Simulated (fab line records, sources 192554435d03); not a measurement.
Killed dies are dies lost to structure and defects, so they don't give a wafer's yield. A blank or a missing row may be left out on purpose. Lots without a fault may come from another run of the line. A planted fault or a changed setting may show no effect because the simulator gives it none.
Chamber matching | flow n5_finfet | N5_BEOL_M10_CURE_71 on uv_cure-02: 3 sister chambers
The step cures SiCOH lowk, time 240 s. 3 wafers are shown with their chamber, then 11 later ones without.

WAFERS WITH THEIR CHAMBER
wafer  | chamber | lamp_power_pct (%)
L090.5 | 1       | 52.34
L091.6 | 2       | 52.41
L093.1 | 0       | 52.30

WAFERS WITHOUT THEIR CHAMBER
wafer  | lamp_power_pct (%)
L093.2 | 52.35
L093.6 | 52.31
L092.4 | 52.31
L092.5 | 52.39
L092.6 | 52.30
L096.3 | 52.26
L096.4 | 52.32
L096.6 | 52.21
L097.2 | 52.39
L097.3 | 52.25
L097.5 | 52.23

WHICH CHAMBER EACH WENT THROUGH
wafer  | from the rows above          | in truth
L093.2 | can't be placed: 1 or 0 or 2 | 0
L093.6 | can't be placed: 0 or 1      | 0
L092.4 | can't be placed: 0 or 1      | 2
L092.5 | can't be placed: 2 or 1 or 0 | 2
L092.6 | can't be placed: 0 or 1      | 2
L096.3 | can't be placed: 0 or 1      | 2
L096.4 | can't be placed: 0 or 1 or 2 | 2
L096.6 | can't be placed: 0 or 1      | 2
L097.2 | can't be placed: 2 or 1 or 0 | 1
L097.3 | can't be placed: 0 or 1      | 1
L097.5 | can't be placed: 0 or 1      | 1
Placed correctly: 0 of 11. Can't be placed from these rows: 11 (the true chamber is among the candidates in 7). Placed wrongly: 0.
How it was worked out, from the rows above alone: a wafer's distance from a chamber is the root of the sum, over the readings, of the square of ((its reading less the chamber's mean) divided by the reading's scatter). The wafer belongs to the nearest chamber; if the next one is less than 2 further off, it can't be placed. A chamber's mean is the mean of its shown wafers. The scatter: with one shown wafer a chamber, the root of the mean of the squares of how far each hidden wafer lies from its nearest shown one.
